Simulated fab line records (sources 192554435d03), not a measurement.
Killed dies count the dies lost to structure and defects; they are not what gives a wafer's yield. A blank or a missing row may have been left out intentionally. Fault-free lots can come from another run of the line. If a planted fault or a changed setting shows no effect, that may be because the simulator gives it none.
Which tool was responsible? / flow n5-finfet / at 1 step of a route of 1938, 24 lots with 72 wafers sampled

== WHAT THE GAUGES SHOWED, per wafer ==
N5_BEOL_M3_CD_MEAS_18: pitch 36 nm, target cd 18 nm.
lot=L074; measured=day 7 02:53; on=cd-sem-01; cd-nm (nm)=18.6 17.9 18.3
lot=L076; measured=day 7 09:16; on=cd-sem-01; cd-nm (nm)=17.2 17.0 17.8
lot=L075; measured=day 7 14:10; on=cd-sem-02; cd-nm (nm)=18.0 18.2 17.4
lot=L077; measured=day 7 17:51; on=cd-sem-02; cd-nm (nm)=17.0 18.0 17.3
lot=L078; measured=day 8 03:56; on=cd-sem-03; cd-nm (nm)=18.5 18.2 17.5
lot=L079; measured=day 8 08:35; on=cd-sem-01; cd-nm (nm)=17.3 17.1 17.5
lot=L080; measured=day 8 14:46; on=cd-sem-01; cd-nm (nm)=18.7 18.4 17.4
lot=L081; measured=day 8 15:28; on=cd-sem-01; cd-nm (nm)=17.9 18.2 17.9
lot=L082; measured=day 9 00:36; on=cd-sem-01; cd-nm (nm)=17.4 18.3 17.9
lot=L083; measured=day 9 09:20; on=cd-sem-03; cd-nm (nm)=18.2 18.1 17.6
lot=L084; measured=day 9 09:23; on=cd-sem-01; cd-nm (nm)=17.4 18.2 17.9
lot=L085; measured=day 10 01:27; on=cd-sem-01; cd-nm (nm)=17.9 17.9 17.7
lot=L086; measured=day 10 01:32; on=cd-sem-02; cd-nm (nm)=17.9 18.6 18.4
lot=L088; measured=day 10 09:01; on=cd-sem-03; cd-nm (nm)=17.9 18.4 18.0
lot=L087; measured=day 10 10:05; on=cd-sem-02; cd-nm (nm)=17.7 17.9 18.6
lot=L089; measured=day 10 16:07; on=cd-sem-03; cd-nm (nm)=17.8 17.6 17.5
lot=L091; measured=day 11 01:05; on=cd-sem-01; cd-nm (nm)=18.1 18.0 17.8
lot=L090; measured=day 11 01:11; on=cd-sem-01; cd-nm (nm)=18.1 17.5 17.5
lot=L093; measured=day 11 17:40; on=cd-sem-02; cd-nm (nm)=17.8 18.0 18.0
lot=L092; measured=day 12 10:22; on=cd-sem-01; cd-nm (nm)=17.9 17.8 17.6
lot=L094; measured=day 12 12:53; on=cd-sem-03; cd-nm (nm)=18.3 17.6 17.3
lot=L095; measured=day 12 15:22; on=cd-sem-03; cd-nm (nm)=18.4 17.6 17.6
lot=L096; measured=day 12 22:31; on=cd-sem-01; cd-nm (nm)=17.9 18.6 17.5
lot=L097; measured=day 13 01:34; on=cd-sem-03; cd-nm (nm)=18.0 17.7 17.5

== EACH LOT AND THE TOOL THAT RAN IT (in order: tool; ch and the chambers of the sampled wafers; start) ==
Before these readings, the record contains no process step.

== AS READ BY THE TOOLS THEMSELVES (means over the sampled wafers that have a number; for cases with no such wafer, the mark the record gives instead) ==
The record holds no such reading with a usual standard deviation.

== THE ANSWER, worked out from the rows above alone ==
Rule: the usual values come from the lots themselves. The widest of any qualifying gaps counts: lots, ordered by their means at a reading, are off when they make up no more than a third of the lots, leave a main group of 4 or more, and stand apart from it by 3 or more times the standard deviation of that group's means. If all means in a main group match to the digits the tables above print for the reading, that group is not used. A lot without any number at a reading at which 4 lots or more have one is off too. Where the step has rows for the other lots, those lots are counted as sound. Order of review: gauges by route order, followed by the tools' own readings, for which a lot's mean as printed above is used. At the first step where some lot is off, the reading lying furthest off is the one used; lots without a number count as furthest.
None of the lots is off at any reading shown; this tells nothing.

== WHAT THE SIMULATOR HAD INSERTED ==
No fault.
